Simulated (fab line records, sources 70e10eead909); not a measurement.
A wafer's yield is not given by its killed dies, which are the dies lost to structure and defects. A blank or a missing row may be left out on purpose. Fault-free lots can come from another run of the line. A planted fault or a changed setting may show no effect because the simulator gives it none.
fab line records    flow nand_harc
record lots=24  wafers=72  last_day=33
route steps=1302 shown A_M0@1161 A_M1@1180 A_BONDPAD@1215
lots untouched by any fault: they come from a run of this same line in which no faults occurred
start_h: hours from the record's opening day to when the first of the lot's shown wafers began    wait_h: time in hours since the lot's previous step    " identical to the entry in the row above    L1.1+2: a row that stands for several wafers    - no value, or no start given    * or withheld: withheld    < > ~ a bound
route shown NAME@n: a module of which the file shows steps, and the number in the route of the first    usual: mean/standard deviation of fault-free wafers    same: alike in all rows    chamber/n: place in a boat    sites: the reading at each site    _std_site: the standard deviation of these    _edge_site: mean of outer sites minus mean of inner sites    radius_mm: how far each site lies from the wafer's centre    mask NAME#n: copy n    behind: the tool/chamber that last shaped the wafer    hold: the reason the lot was held/the length of the hold in hours/how it ended    device: whichever transistor did not switch (one of n, p or np)    end of line: tests of these same wafers at the route's end    a step without rows: its recipe alone    killed: not the wafer's yield, but the dies lost to structure and defects at the first sort    map: a wafer's dies, x killed, . not, _ none there
set.NAME: the setting that was run; set.NAME@STEP: the one run at that earlier step    model.NAME: the simulator's own value behind a step, which no gauge read
a sample of lots followed through the steps of the route, with each step as a table and each wafer as a row
services: from which hour (start_h, from the record's first day; less than 0 if before it) a tool's chamber was out of use, for how many hours, and why
## steps
# step NHARC_A_M0_ANNEAL_30
# recipe temp_c=225  time_s=90
# usual wafer_temp_C_max=225.51/0.2
lot.wafer  tool           chamber  start_h  wait_h  wafer_temp_C_max
L074.2     rtp_anneal-01  0        543.63   -       225.64
L074.3     "              0        "        "       225.41
L074.6     "              0        "        "       225.31
L077.2     rtp_anneal-01  0        545.05   -       225.20
L077.4     "              0        "        "       225.42
L077.5     "              0        "        "       225.12
L075.2     rtp_anneal-02  0        547.07   0.4     225.94
L075.3     "              0        "        "       226.03
L075.5     "              0        "        "       225.91
L076.2     rtp_anneal-01  0        550.57   0.4     225.35
L076.4     "              0        "        "       225.69
L076.6     "              0        "        "       225.52
L078.2     rtp_anneal-01  0        571.26   0.6     225.62
L078.5     "              0        "        "       225.51
L078.6     "              0        "        "       225.40
L079.3     rtp_anneal-02  0        573.22   0.3     225.62
L079.5     "              0        "        "       225.42
L079.6     "              0        "        "       225.63
L080.1     rtp_anneal-02  0        582.17   -       225.72
L080.2     "              0        "        "       225.98
L080.4     "              0        "        "       225.57
L081.2     rtp_anneal-02  0        599.87   0.4     225.51
L081.3     "              0        "        "       225.49
L081.5     "              0        "        "       225.38
L082.2     rtp_anneal-02  0        607.65   0.4     225.74
L082.4     "              0        "        "       225.64
L082.6     "              0        "        "       225.67
L083.1     rtp_anneal-02  0        612.26   -       225.21
L083.2     "              0        "        "       225.39
L083.6     "              0        "        "       225.39
L084.4     rtp_anneal-01  0        615.72   0.4     225.36
L084.5     "              0        "        "       225.33
L084.6     "              0        "        "       225.67
L086.2     rtp_anneal-02  0        619.45   -       225.26
L086.5     "              0        "        "       225.53
L086.6     "              0        "        "       225.42
L085.2     rtp_anneal-02  0        629.77   0.3     225.48
L085.5     "              0        "        "       225.79
L085.6     "              0        "        "       225.83
L087.2     rtp_anneal-01  0        657.06   0.4     225.69
L087.5     "              0        "        "       225.58
L087.6     "              0        "        "       225.56
L088.1     rtp_anneal-01  0        661.22   0.3     225.26
L088.4     "              0        "        "       225.46
L088.6     "              0        "        "       225.63
L089.1     rtp_anneal-02  0        662.63   -       225.41
L089.2     "              0        "        "       225.67
L089.5     "              0        "        "       225.61
L090.3     rtp_anneal-02  0        692.14   -       225.36
L090.4     "              0        "        "       225.31
L090.6     "              0        "        "       225.33
L093.1     rtp_anneal-02  0        704.81   0.4     225.65
L093.2     "              0        "        "       225.17
L093.6     "              0        "        "       225.07
L092.1     rtp_anneal-01  0        705.71   -       225.15
L092.4     "              0        "        "       225.12
L092.6     "              0        "        "       225.47
L091.1     rtp_anneal-01  0        708.59   -       225.53
L091.3     "              0        "        "       225.67
L091.6     "              0        "        "       225.54
L094.1     rtp_anneal-02  0        712.37   0.3     225.51
L094.2     "              0        "        "       225.57
L094.6     "              0        "        "       225.60
L095.2     rtp_anneal-02  0        737.96   -       225.47
L095.4     "              0        "        "       225.40
L095.5     "              0        "        "       225.39
L096.2     rtp_anneal-01  0        745.74   0.3     225.57
L096.3     "              0        "        "       225.50
L096.4     "              0        "        "       225.42
L097.1     rtp_anneal-01  0        747.07   -       225.34
L097.3     "              0        "        "       225.35
L097.6     "              0        "        "       225.51
# step NHARC_A_M1_OVL_MEAS_10
# recipe pitch_nm=240
# usual overlay_x_nm=-0.1/0.89  overlay_y_nm=0.2/0.66
lot.wafer  tool        chamber  start_h  wait_h  overlay_x_nm  overlay_y_nm
L074.2     overlay-02  -        545.77   -       1.0           1.0
L074.3     "           -        "        "       0.5           1.3
L074.6     "           -        "        "       0.8           1.4
L077.2     overlay-01  -        547.32   -       -0.3          -0.2
L077.4     "           -        "        "       0.0           -0.2
L077.5     "           -        "        "       -0.1          0.1
L075.2     overlay-02  -        549.35   -       -0.4          -0.5
L075.3     "           -        "        "       -0.3          -0.3
L075.5     "           -        "        "       -0.3          -0.2
L076.2     overlay-02  -        552.69   -       -0.6          1.5
L076.4     "           -        "        "       -0.8          1.2
L076.6     "           -        "        "       -0.3          0.4
L078.2     overlay-01  -        573.51   -       0.5           -0.2
L078.5     "           -        "        "       1.0           -0.3
L078.6     "           -        "        "       0.4           0.4
L079.3     overlay-02  -        575.29   -       0.2           0.2
L079.5     "           -        "        "       -0.6          0.6
L079.6     "           -        "        "       0.0           0.7
L080.1     overlay-02  -        584.33   -       -0.2          -0.1
L080.2     "           -        "        "       -0.7          -0.4
L080.4     "           -        "        "       -0.5          -0.6
L081.2     overlay-01  -        603.71   -       1.2           -0.7
L081.3     "           -        "        "       0.7           -0.3
L081.5     "           -        "        "       1.0           -0.7
L082.2     overlay-01  -        609.77   -       -0.5          0.2
L082.4     "           -        "        "       -0.5          0.4
L082.6     "           -        "        "       -0.6          0.2
L083.1     overlay-01  -        614.57   -       1.6           -0.1
L083.2     "           -        "        "       1.8           -0.5
L083.6     "           -        "        "       1.1           -0.2
L084.4     overlay-02  -        617.74   -       -0.5          1.4
L084.5     "           -        "        "       -0.8          1.3
L084.6     "           -        "        "       -0.9          1.7
L086.2     overlay-01  -        621.70   -       0.7           0.7
L086.5     "           -        "        "       1.0           0.7
L086.6     "           -        "        "       0.6           0.5
L085.2     overlay-01  -        632.03   -       2.3           0.2
L085.5     "           -        "        "       1.5           0.0
L085.6     "           -        "        "       1.7           0.0
L087.2     overlay-02  -        659.29   -       0.3           -0.9
L087.5     "           -        "        "       0.0           -0.1
L087.6     "           -        "        "       0.3           -0.2
L088.1     overlay-02  -        663.53   -       0.3           0.6
L088.4     "           -        "        "       0.7           0.4
L088.6     "           -        "        "       -0.1          0.6
L089.1     overlay-01  -        664.93   -       0.4           -0.6
L089.2     "           -        "        "       0.4           -0.1
L089.5     "           -        "        "       0.0           -0.5
L090.3     overlay-01  -        694.34   -       -2.0          1.6
L090.4     "           -        "        "       -1.7          1.4
L090.6     "           -        "        "       -1.7          1.5
L093.1     overlay-01  -        707.38   -       -1.1          -0.4
L093.2     "           -        "        "       -1.4          0.0
L093.6     "           -        "        "       -1.2          0.2
L092.1     overlay-01  -        708.06   -       -0.6          -0.8
L092.4     "           -        "        "       -0.2          -0.2
L092.6     "           -        "        "       -0.4          0.0
L091.1     overlay-02  -        710.89   -       0.7           -0.2
L091.3     "           -        "        "       0.6           -0.7
L091.6     "           -        "        "       0.5           -0.1
L094.1     overlay-01  -        714.65   -       -1.7          0.1
L094.2     "           -        "        "       -1.3          0.6
L094.6     "           -        "        "       -1.3          0.0
L095.2     overlay-01  -        740.21   -       -0.3          0.8
L095.4     "           -        "        "       -0.5          0.7
L095.5     "           -        "        "       0.0           0.4
L096.2     overlay-01  -        747.86   -       -0.7          0.7
L096.3     "           -        "        "       -0.3          0.0
L096.4     "           -        "        "       -0.5          -0.1
L097.1     overlay-02  -        749.36   -       -0.6          -0.2
L097.3     "           -        "        "       -0.3          -0.3
L097.6     "           -        "        "       -0.3          -0.1
# step NHARC_A_BONDPAD_CD_MEAS_09
# recipe target_cd_nm=500  landing_energy_ev=500
# usual cd_nm=500.3/1.3
lot.wafer  tool       chamber  start_h  wait_h  cd_nm
L074.2     cd_sem-01  0        550.42   -       500.9
L074.3     "          0        "        "       499.3
L074.6     "          0        "        "       500.4
L077.2     cd_sem-01  0        551.93   -       501.5
L077.4     "          0        "        "       501.6
L077.5     "          0        "        "       501.9
L075.2     cd_sem-03  0        553.95   -       500.4
L075.3     "          0        "        "       499.0
L075.5     "          0        "        "       498.5
L076.2     cd_sem-01  0        557.28   -       498.1
L076.4     "          0        "        "       498.3
L076.6     "          0        "        "       501.0
L078.2     cd_sem-03  0        578.22   -       501.4
L078.5     "          0        "        "       500.9
L078.6     "          0        "        "       500.6
L079.3     cd_sem-01  0        579.89   -       501.6
L079.5     "          0        "        "       500.5
L079.6     "          0        "        "       501.8
L080.1     cd_sem-01  0        588.79   -       498.4
L080.2     "          0        "        "       502.0
L080.4     "          0        "        "       500.7
L081.2     cd_sem-03  0        608.20   -       500.7
L081.3     "          0        "        "       501.4
L081.5     "          0        "        "       502.3
L082.2     cd_sem-01  0        614.28   -       502.2
L082.4     "          0        "        "       500.5
L082.6     "          0        "        "       500.6
L083.1     cd_sem-02  0        619.27   -       502.3
L083.2     "          0        "        "       502.0
L083.6     "          0        "        "       502.6
L084.4     cd_sem-02  0        622.37   -       500.1
L084.5     "          0        "        "       500.2
L084.6     "          0        "        "       500.1
L086.2     cd_sem-01  0        626.29   -       499.6
L086.5     "          0        "        "       500.2
L086.6     "          0        "        "       502.0
L085.2     cd_sem-01  0        636.61   -       501.6
L085.5     "          0        "        "       500.6
L085.6     "          0        "        "       500.5
L087.2     cd_sem-01  0        663.76   -       502.4
L087.5     "          0        "        "       501.3
L087.6     "          0        "        "       500.3
L088.1     cd_sem-01  0        668.19   -       499.8
L088.4     "          0        "        "       498.4
L088.6     "          0        "        "       499.6
L089.1     cd_sem-03  0        669.58   -       500.1
L089.2     "          0        "        "       499.0
L089.5     "          0        "        "       500.2
L090.3     cd_sem-01  0        698.86   -       500.5
L090.4     "          0        "        "       499.4
L090.6     "          0        "        "       497.5
L093.1     cd_sem-02  0        712.19   -       499.7
L093.2     "          0        "        "       499.1
L093.6     "          0        "        "       498.1
L092.1     cd_sem-01  0        712.81   -       499.4
L092.4     "          0        "        "       501.5
L092.6     "          0        "        "       500.5
L091.1     cd_sem-02  0        715.39   -       500.0
L091.3     "          0        "        "       499.3
L091.6     "          0        "        "       499.2
L094.1     cd_sem-02  0        719.25   -       499.1
L094.2     "          0        "        "       499.0
L094.6     "          0        "        "       498.4
L095.2     cd_sem-02  0        744.81   -       498.0
L095.4     "          0        "        "       498.6
L095.5     "          0        "        "       499.6
L096.2     cd_sem-01  0        752.48   -       502.2
L096.3     "          0        "        "       501.5
L096.4     "          0        "        "       501.5
L097.1     cd_sem-02  0        753.96   -       501.4
L097.3     "          0        "        "       501.3
L097.6     "          0        "        "       501.1
# step NHARC_A_BONDPAD_DESCUM_11
# recipe time_s=3  o2_flow_sccm=200  ar_flow_sccm=0  bias_power_w=0  chemistry=O2
# usual drypump_motor_current_A=5.6/0.45  oes_product_au=1.003/0.0076  rf_vpp_V=58.0/0.93  showerhead_plenum_p_Torr=1.97/0.062  throttle_valve_pct=11.312/0.0083
lot.wafer  tool         chamber  start_h  wait_h  drypump_motor_current_A  oes_product_au  rf_hours_counter_h  rf_vpp_V  showerhead_plenum_p_Torr  throttle_valve_pct
L074.2     rie_diel-12  3        550.63   -       5.0                      1.013           29                  58.4      2.03                      11.312
L074.3     "            2        "        "       5.9                      0.996           27                  56.1      1.81                      11.311
L074.6     "            3        "        "       5.0                      1.011           -                   58.7      2.03                      11.308
L077.2     rie_diel-12  3        552.15   -       5.0                      0.998           29                  58.8      2.03                      11.315
L077.4     "            0        "        "       5.6                      0.998           32                  57.9      1.82                      11.318
L077.5     "            2        "        "       5.8                      1.001           -                   58.8      1.81                      11.312
L075.2     rie_diel-10  0        554.17   -       5.6                      1.015           3                   58.7      2.00                      11.295
L075.3     "            1        "        "       6.4                      1.006           3                   58.8      2.00                      11.297
L075.5     "            3        "        "       5.8                      0.995           -                   58.2      1.94                      11.299
L076.2     rie_diel-08  3        557.49   -       5.6                      1.004           0                   56.5      2.02                      11.316
L076.4     "            1        "        "       6.2                      1.017           0                   59.3      1.88                      11.302
L076.6     "            2        "        "       5.3                      1.018           -                   58.5      2.00                      11.311
L078.2     rie_diel-10  0        578.43   -       5.6                      0.989           4                   57.6      2.00                      11.308
L078.5     "            3        "        "       5.8                      0.989           -                   59.0      1.94                      11.307
L078.6     "            0        "        "       5.6                      0.992           -                   59.4      2.00                      11.315
L079.3     rie_diel-10  2        580.12   -       4.9                      1.005           4                   60.0      2.00                      11.314
L079.5     "            3        "        "       5.8                      0.990           -                   57.3      1.94                      11.320
L079.6     "            0        "        "       5.5                      1.004           -                   59.3      2.00                      11.321
L080.1     rie_diel-10  0        589.00   -       5.6                      1.008           4                   57.0      2.00                      11.309
L080.2     "            1        "        "       6.4                      1.017           4                   59.0      2.00                      11.310
L080.4     "            2        "        "       4.9                      1.004           4                   57.0      2.00                      11.307
L081.2     rie_diel-10  0        608.42   -       5.6                      1.004           0                   58.2      2.00                      11.316
L081.3     "            1        "        "       6.4                      1.003           0                   59.9      2.00                      11.306
L081.5     "            3        "        "       5.8                      1.004           -                   57.3      1.94                      11.308
L082.4     rie_diel-08  2        614.49   -       5.3                      1.002           11                  57.0      2.00                      11.294
L082.2     "            0        "        "       5.7                      1.003           11                  57.8      1.89                      11.310
L082.6     "            2        "        "       5.3                      1.015           -                   58.3      2.00                      11.321
L083.1     rie_diel-10  1        619.48   -       6.4                      0.996           0                   58.5      2.00                      11.314
L083.2     "            2        "        "       4.9                      1.007           0                   58.2      2.00                      11.311
L083.6     "            1        "        "       6.4                      1.006           -                   56.7      2.00                      11.331
L084.4     rie_diel-10  0        622.59   -       5.6                      1.007           0                   58.4      2.00                      11.310
L084.6     "            2        "        "       5.0                      1.006           -                   57.6      2.00                      11.310
L084.5     "            3        "        "       5.8                      1.009           -                   57.5      1.94                      11.323
L086.2     rie_diel-10  0        626.53   -       5.6                      1.000           0                   59.9      2.00                      11.293
L086.6     "            1        "        "       6.4                      0.997           -                   58.1      2.00                      11.317
L086.5     "            2        "        "       5.0                      1.003           -                   58.0      2.00                      11.297
L085.2     rie_diel-12  3        636.84   -       5.0                      1.002           2                   58.7      2.03                      11.301
L085.6     "            1        "        "       5.7                      1.008           -                   58.0      2.02                      11.323
L085.5     "            2        "        "       5.8                      1.013           -                   55.5      1.81                      11.312
L087.2     rie_diel-08  3        664.00   -       5.6                      1.009           17                  58.1      2.01                      11.314
L087.6     "            0        "        "       5.6                      1.004           -                   57.7      1.88                      11.318
L087.5     "            1        "        "       6.1                      1.006           -                   57.7      1.87                      11.321
L088.1     rie_diel-10  1        668.40   -       6.4                      1.003           2                   58.6      2.00                      11.307
L088.4     "            0        "        "       5.5                      1.000           2                   57.1      2.00                      11.314
L088.6     "            1        "        "       6.4                      1.003           -                   57.1      2.00                      11.305
L089.2     rie_diel-10  1        669.80   -       6.4                      0.998           2                   59.0      2.00                      11.315
L089.1     "            3        "        "       5.8                      0.996           2                   57.4      1.94                      11.316
L089.5     "            2        "        "       5.0                      1.007           -                   57.6      2.00                      11.304
L090.3     rie_diel-10  1        699.07   -       6.4                      0.996           4                   57.3      2.00                      11.315
L090.4     "            2        "        "       5.0                      0.992           4                   59.0      2.00                      11.310
L090.6     "            1        "        "       6.4                      0.993           -                   56.9      2.00                      11.306
L093.1     rie_diel-10  3        712.40   -       5.8                      1.007           4                   58.0      1.94                      11.322
L093.2     "            0        "        "       5.6                      1.006           4                   57.9      2.00                      11.322
L093.6     "            3        "        "       5.8                      1.003           -                   58.7      1.94                      11.310
L092.1     rie_diel-08  1        713.04   -       6.1                      0.997           22                  57.5      1.87                      11.315
L092.4     "            2        "        "       5.3                      1.000           22                  58.3      1.99                      11.303
L092.6     "            0        "        "       5.6                      0.990           -                   57.5      1.88                      11.296
L091.3     rie_diel-08  3        715.61   -       5.6                      0.997           25                  58.0      2.01                      11.310
L091.1     "            0        "        "       5.6                      1.006           26                  57.7      1.88                      11.315
L091.6     "            3        "        "       5.6                      1.003           -                   57.2      2.01                      11.315
L094.1     rie_diel-10  3        719.48   -       5.8                      1.015           4                   58.0      1.94                      11.313
L094.2     "            0        "        "       5.6                      1.012           4                   57.4      2.00                      11.324
L094.6     "            1        "        "       6.4                      1.011           -                   58.4      2.00                      11.314
L095.2     rie_diel-12  3        745.02   -       5.0                      1.027           35                  58.9      2.01                      11.294
L095.4     "            0        "        "       5.6                      0.987           40                  58.1      1.80                      11.316
L095.5     "            3        "        "       5.0                      1.018           -                   55.8      2.01                      11.322
L096.4     rie_diel-10  3        752.69   -       5.8                      1.008           5                   57.9      1.94                      11.312
L096.3     "            1        "        "       6.4                      0.993           5                   58.8      2.00                      11.300
L096.2     "            2        "        "       5.0                      1.011           5                   58.5      2.00                      11.316
L097.3     rie_diel-10  3        754.18   -       5.8                      1.005           5                   58.1      1.94                      11.318
L097.1     "            0        "        "       5.6                      0.985           5                   57.3      2.00                      11.309
L097.6     "            3        "        "       5.8                      0.995           -                   59.1      1.94                      11.324
# step NHARC_A_BONDPAD_ETCH_34
# recipe target_depth_a=600  overetch_a=180  time_s=65.91  ion_energy_ev=200  n2_flow_sccm=150  h2_flow_sccm=150  ar_flow_sccm=0  rf_w=400  bias_w=150  chemistry=N2/H2
# usual bias_w=150.0/0.39  drypump_motor_current_A=5.6/0.46  oes_product_au=1.002/0.0086  rf_vpp_V=432.1/2  showerhead_plenum_p_Torr=2.10/0.068  throttle_valve_pct=14.172/0.0085
lot.wafer  tool         chamber  start_h  wait_h  bias_w  drypump_motor_current_A  oes_product_au  rf_hours_counter_h  rf_vpp_V  showerhead_plenum_p_Torr  throttle_valve_pct
L074.3     rie_diel-12  3        550.71   0.1     150.1   5.0                      1.008           29                  433.1     2.17                      14.174
L074.2     "            1        "        "       149.8   5.7                      1.012           26                  434.9     2.17                      14.174
L074.6     "            3        "        "       149.7   5.0                      1.013           -                   433.2     2.17                      14.175
L077.2     rie_diel-12  3        552.22   0.1     150.5   5.0                      1.016           29                  434.7     2.17                      14.173
L077.4     "            1        "        "       150.1   5.7                      0.998           26                  434.0     2.17                      14.166
L077.5     "            0        "        "       149.9   5.6                      1.005           -                   427.3     1.94                      14.165
L075.3     rie_diel-10  1        554.25   0.1     149.3   6.4                      0.995           3                   433.1     2.13                      14.172
L075.2     "            2        "        "       150.8   5.0                      0.986           3                   433.2     2.14                      14.162
L075.5     "            1        "        "       149.1   6.4                      0.991           -                   432.9     2.13                      14.184
L076.2     rie_diel-08  3        557.57   0.1     149.9   5.6                      1.008           0                   434.5     2.15                      14.172
L076.4     "            1        "        "       149.7   6.1                      1.004           0                   429.7     2.00                      14.165
L076.6     "            0        "        "       149.2   5.6                      0.987           -                   430.9     2.01                      14.173
L078.2     rie_diel-10  2        578.52   0.1     150.6   5.0                      0.998           3                   433.5     2.14                      14.174
L078.6     "            0        "        "       150.3   5.6                      0.996           -                   433.8     2.14                      14.176
L078.5     "            1        "        "       149.8   6.4                      1.001           -                   432.3     2.13                      14.192
L079.3     rie_diel-10  1        580.18   0.1     149.8   6.4                      1.006           4                   433.5     2.13                      14.183
L079.5     "            1        "        "       149.6   6.4                      1.002           -                   434.3     2.13                      14.159
L079.6     "            2        "        "       149.8   5.0                      1.010           -                   433.5     2.14                      14.172
L080.2     rie_diel-10  1        589.09   0.1     150.2   6.4                      0.998           4                   432.2     2.13                      14.176
L080.1     "            2        "        "       150.4   5.0                      0.998           4                   432.2     2.14                      14.165
L080.4     "            3        "        "       150.3   5.8                      0.996           4                   432.4     2.07                      14.187
L081.3     rie_diel-10  1        608.50   0.1     150.9   6.4                      0.999           0                   432.6     2.13                      14.166
L081.2     "            3        "        "       150.3   5.8                      1.009           0                   431.5     2.07                      14.180
L081.5     "            2        "        "       149.7   5.0                      0.997           -                   433.3     2.14                      14.172
L082.2     rie_diel-08  2        614.58   0.1     150.3   5.3                      1.000           11                  432.1     2.13                      14.167
L082.4     "            3        "        "       149.6   5.6                      0.999           12                  434.3     2.15                      14.174
L082.6     "            3        "        "       149.8   5.6                      1.007           -                   432.3     2.15                      14.163
L083.2     rie_diel-10  3        619.57   0.1     150.0   5.8                      0.994           0                   431.7     2.07                      14.168
L083.1     "            0        "        "       150.0   5.6                      0.994           0                   434.1     2.14                      14.168
L083.6     "            2        "        "       150.1   4.9                      0.997           -                   432.6     2.14                      14.172
L084.4     rie_diel-10  3        622.66   0.1     149.3   5.8                      1.006           0                   431.1     2.07                      14.172
L084.5     "            3        "        "       149.8   5.8                      1.002           -                   431.3     2.07                      14.165
L084.6     "            0        "        "       150.4   5.6                      1.004           -                   432.1     2.14                      14.178
L086.2     rie_diel-10  1        626.61   0.1     149.8   6.4                      0.998           0                   432.6     2.13                      14.185
L086.5     "            2        "        "       149.5   4.9                      0.992           -                   433.6     2.14                      14.172
L086.6     "            3        "        "       150.1   5.8                      1.002           -                   430.4     2.07                      14.166
L085.2     rie_diel-12  2        636.91   0.1     150.2   5.8                      0.997           1                   427.5     1.92                      14.169
L085.5     "            2        "        "       149.4   5.8                      1.009           -                   427.3     1.92                      14.166
L085.6     "            3        "        "       150.5   5.0                      1.001           -                   434.6     2.16                      14.178
L087.2     rie_diel-08  3        664.07   0.1     149.8   5.6                      1.010           17                  435.0     2.14                      14.163
L087.6     "            1        "        "       150.4   6.1                      1.016           -                   429.3     1.99                      14.182
L087.5     "            2        "        "       150.1   5.3                      1.006           -                   431.6     2.13                      14.163
L088.4     rie_diel-10  0        668.48   0.1     150.5   5.6                      1.005           2                   432.9     2.14                      14.168
L088.1     "            1        "        "       150.1   6.4                      1.006           2                   432.4     2.13                      14.177
L088.6     "            0        "        "       149.6   5.6                      0.999           -                   434.5     2.14                      14.185
L089.2     rie_diel-10  1        669.88   0.1     150.3   6.4                      0.996           2                   431.6     2.13                      14.180
L089.1     "            2        "        "       149.9   5.0                      0.994           2                   433.0     2.14                      14.180
L089.5     "            1        "        "       150.2   6.4                      0.999           -                   434.5     2.13                      14.166
L090.3     rie_diel-10  3        699.15   0.1     149.8   5.8                      1.013           4                   430.8     2.07                      14.165
L090.4     "            0        "        "       149.7   5.6                      1.022           4                   433.9     2.14                      14.178
L090.6     "            3        "        "       149.6   5.8                      1.026           -                   431.3     2.07                      14.178
L093.1     rie_diel-10  0        712.49   0.1     149.9   5.6                      1.009           4                   434.1     2.14                      14.166
L093.2     "            1        "        "       149.1   6.4                      1.016           4                   433.0     2.13                      14.188
L093.6     "            0        "        "       149.9   5.6                      0.996           -                   431.9     2.14                      14.169
L092.4     rie_diel-08  3        713.11   0.1     150.6   5.6                      1.004           24                  433.6     2.14                      14.165
L092.1     "            0        "        "       149.6   5.6                      1.011           24                  429.1     2.01                      14.180
L092.6     "            2        "        "       150.0   5.3                      1.018           -                   433.8     2.13                      14.184
L091.3     rie_diel-08  0        715.70   0.1     150.4   5.7                      0.990           26                  431.2     2.00                      14.177
L091.1     "            1        "        "       149.9   6.1                      1.000           23                  429.6     1.99                      14.195
L091.6     "            0        "        "       149.8   5.7                      0.998           -                   430.6     2.00                      14.166
L094.2     rie_diel-10  3        719.55   0.1     149.8   5.8                      1.000           4                   430.7     2.07                      14.160
L094.1     "            0        "        "       149.9   5.6                      0.996           4                   432.5     2.14                      14.177
L094.6     "            3        "        "       149.8   5.8                      1.004           -                   431.1     2.07                      14.163
L095.4     rie_diel-12  3        745.14   0.1     150.6   5.0                      1.012           35                  433.3     2.15                      14.173
L095.2     "            0        "        "       150.1   5.6                      1.005           40                  427.3     1.91                      14.169
L095.5     "            0        "        "       149.6   5.6                      0.992           -                   427.4     1.91                      14.159
L096.4     rie_diel-10  1        752.78   0.1     150.1   6.4                      0.996           5                   432.3     2.13                      14.166
L096.3     "            3        "        "       150.1   5.8                      0.998           5                   429.7     2.07                      14.181
L096.2     "            0        "        "       150.1   5.6                      0.985           5                   434.2     2.14                      14.173
L097.1     rie_diel-10  0        754.26   0.1     150.4   5.6                      0.988           5                   434.2     2.14                      14.166
L097.3     "            3        "        "       149.4   5.8                      0.999           5                   430.7     2.07                      14.160
L097.6     "            1        "        "       150.6   6.4                      1.000           -                   432.2     2.13                      14.170
# step NHARC_A_BONDPAD_DEGAS_25
# recipe temp_c=300  time_s=60
# usual heater_power_w=459/55
lot.wafer  tool            chamber  start_h  wait_h  heater_power_w
L074.2     pvd_sputter-03  -        551.56   -       511
L074.3     "               -        "        "       564
L074.6     "               -        "        "       449
L077.4     pvd_sputter-02  -        553.58   -       406
L077.2     "               -        "        "       354
L077.5     "               -        "        "       484
L075.3     pvd_sputter-02  -        555.09   -       350
L075.2     "               -        "        "       413
L075.5     "               -        "        "       435
L076.2     pvd_sputter-03  -        558.44   -       469
L076.4     "               -        "        "       497
L076.6     "               -        "        "       436
L078.2     pvd_sputter-03  -        579.38   -       432
L078.6     "               -        "        "       475
L078.5     "               -        "        "       488
L079.3     pvd_sputter-02  -        581.05   -       418
L079.6     "               -        "        "       481
L079.5     "               -        "        "       415
L080.1     pvd_sputter-03  -        589.95   -       504
L080.2     "               -        "        "       439
L080.4     "               -        "        "       557
L081.3     pvd_sputter-01  -        609.36   -       415
L081.2     "               -        "        "       512
L081.5     "               -        "        "       406
L082.2     pvd_sputter-02  -        615.43   -       348
L082.4     "               -        "        "       431
L082.6     "               -        "        "       351
L083.1     pvd_sputter-03  -        620.42   -       473
L083.2     "               -        "        "       552
L083.6     "               -        "        "       514
L084.4     pvd_sputter-01  -        623.53   -       399
L084.6     "               -        "        "       466
L084.5     "               -        "        "       521
L086.2     pvd_sputter-03  -        627.46   -       477
L086.5     "               -        "        "       518
L086.6     "               -        "        "       446
L085.2     pvd_sputter-02  -        637.78   -       408
L085.5     "               -        "        "       450
L085.6     "               -        "        "       477
L087.2     pvd_sputter-01  -        664.93   -       393
L087.5     "               -        "        "       416
L087.6     "               -        "        "       484
L088.4     pvd_sputter-03  -        669.35   -       423
L088.1     "               -        "        "       459
L088.6     "               -        "        "       569
L089.2     pvd_sputter-03  -        670.74   -       507
L089.1     "               -        "        "       569
L089.5     "               -        "        "       514
L090.3     pvd_sputter-02  -        700.00   -       351
L090.4     "               -        "        "       514
L090.6     "               -        "        "       351
L093.1     pvd_sputter-02  -        713.36   -       349
L093.2     "               -        "        "       500
L093.6     "               -        "        "       357
L092.1     pvd_sputter-02  -        713.96   -       422
L092.4     "               -        "        "       501
L092.6     "               -        "        "       490
L091.3     pvd_sputter-01  -        716.55   -       412
L091.1     "               -        "        "       465
L091.6     "               -        "        "       487
L094.2     pvd_sputter-02  -        720.41   -       508
L094.1     "               -        "        "       428
L094.6     "               -        "        "       411
L095.2     pvd_sputter-01  -        746.01   -       519
L095.4     "               -        "        "       481
L095.5     "               -        "        "       520
L096.4     pvd_sputter-03  -        753.63   -       436
L096.2     "               -        "        "       534
L096.3     "               -        "        "       457
L097.1     pvd_sputter-02  -        755.13   -       507
L097.3     "               -        "        "       410
L097.6     "               -        "        "       431
## services
tool            chamber  start_h  hours  kind
pvd_sputter-03  -        526.00   10.0   pm
rie_diel-10     0        526.50   -      clean
rie_diel-10     1        526.50   -      clean
rie_diel-10     2        526.50   -      clean
rie_diel-10     3        526.50   -      clean
rie_diel-12     2        533.18   1.2    repair
pvd_sputter-03  -        541.48   3.7    repair
rie_diel-10     3        548.61   5.0    repair
rie_diel-10     0        551.00   -      clean
rie_diel-08     1        568.42   6.1    repair
pvd_sputter-01  -        582.04   10.0   pm
pvd_sputter-02  -        587.36   6.5    repair
rie_diel-10     -        596.50   9.0    pm
rie_diel-12     -        622.52   9.0    pm
pvd_sputter-02  -        626.81   1.1    repair
pvd_sputter-02  -        638.10   10.0   pm
pvd_sputter-02  -        648.14   0.6    repair
rie_diel-08     2        658.58   5.1    repair
rie_diel-08     -        666.06   0.3    repair
pvd_sputter-02  -        693.56   4.2    repair
pvd_sputter-03  -        704.00   10.0   pm
rie_diel-08     -        722.63   9.0    pm
rie_diel-08     3        743.91   6.4    repair
rtp_anneal-02   -        744.01   12.0   pm
## key
fault none
